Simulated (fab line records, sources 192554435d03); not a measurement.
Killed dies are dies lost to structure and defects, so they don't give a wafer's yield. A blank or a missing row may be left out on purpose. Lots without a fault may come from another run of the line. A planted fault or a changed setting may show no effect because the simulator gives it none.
Split-lot experiment | flow n5_finfet | 7 lots, 21 wafers read, on a route of 1938 steps

THE SPLIT
At N5_MOL_CONTACT_COAG_ETCH_110 (etches Si in CF4/O2, target depth 2.5 nm, time 8 s), the setting bias_w was moved away from the recipe's 12 W on 7 of the 21 wafers read, by -14.7% to +9.1%. The other wafers ran this setting at the recipe's value.

The reading is taken at the split's own step.

THE READING
rf_vpp_V, in V, at N5_MOL_CONTACT_COAG_ETCH_110 (etches Si in CF4/O2, target depth 2.5 nm, time 8 s). Fault-free wafers of this fab line usually give 128.1 V, standard deviation 1.6 V.

wafer  | tool, chamber at the split | bias_w as run, W | against the recipe | rf_vpp_V, V | against lot-mates on the recipe
L077.2 | rie_diel-04, 3             | 12               | recipe             | 126.6       | -
L077.3 | rie_diel-04, 0             | 13.09            | +9.1%              | 138.1       | +11.5
L077.4 | rie_diel-04, 1             | 13.09            | +9.1%              | 137.8       | +11.2
L080.2 | rie_diel-05, 3             | 12.69            | +5.7%              | 132.7       | +5.6
L080.4 | rie_diel-05, 0             | 12               | recipe             | 127.3       | -
L080.5 | rie_diel-05, 3             | 12               | recipe             | 126.9       | -
L084.1 | rie_diel-05, 2             | 12               | recipe             | 128.6       | -
L084.2 | rie_diel-05, 0             | 10.24            | -14.7%             | 111.9       | -16.7
L084.4 | rie_diel-05, 1             | 10.24            | -14.7%             | 113.8       | -14.8
L085.2 | rie_diel-05, 2             | 12               | recipe             | 127.8       | -
L085.4 | rie_diel-05, 3             | 12               | recipe             | 127.3       | -
L085.5 | rie_diel-05, 1             | 12               | recipe             | 129.3       | -
L087.2 | rie_diel-04, 1             | 12               | recipe             | 128.6       | -
L087.3 | rie_diel-04, 2             | 12               | recipe             | 128.2       | -
L087.5 | rie_diel-04, 2             | 12               | recipe             | 128.6       | -
L090.2 | rie_diel-05, 2             | 12               | recipe             | 128.4       | -
L090.3 | rie_diel-05, 0             | 12               | recipe             | 125.0       | -
L090.5 | rie_diel-05, 3             | 12               | recipe             | 127.4       | -
L091.1 | rie_diel-03, 2             | 10.77            | -10.3%             | 116.1       | -10.9
L091.4 | rie_diel-03, 2             | 12               | recipe             | 127.0       | -
L091.6 | rie_diel-03, 3             | 10.77            | -10.3%             | 119.1       | -7.9

THE FIT
A straight line over all 21 wafers: rf_vpp_V changes by +1.02 V for each +1% of bias_w; r = +0.99; the points scatter about the line by 1.1 V.
The same after taking each lot's own level away (the mean of its wafers on the recipe; 21 wafers): +1.07 V for each +1%; r = +0.99; scatter 1.1 V.
On that fit, the largest move of bias_w shifts the reading by 16 V.
The lots' own levels span 126.60 to 128.60 V, that is 1.2 times the standard deviation above.
So the lot-to-lot level changes the slope little: the two slopes agree.
Check: with one of the wafers moved furthest among these (-14.7%) left out of the fit, the line predicts -15 V for it against its lot-mates. It came out at -16.7 V against them.
Tool readings at the split's step, against how far the setting was moved: rf_vpp_V r = +0.99.

THE FILE'S OWN FIT
rf_vpp_V changes by +1.06 V for each +1% of bias_w, r = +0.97.
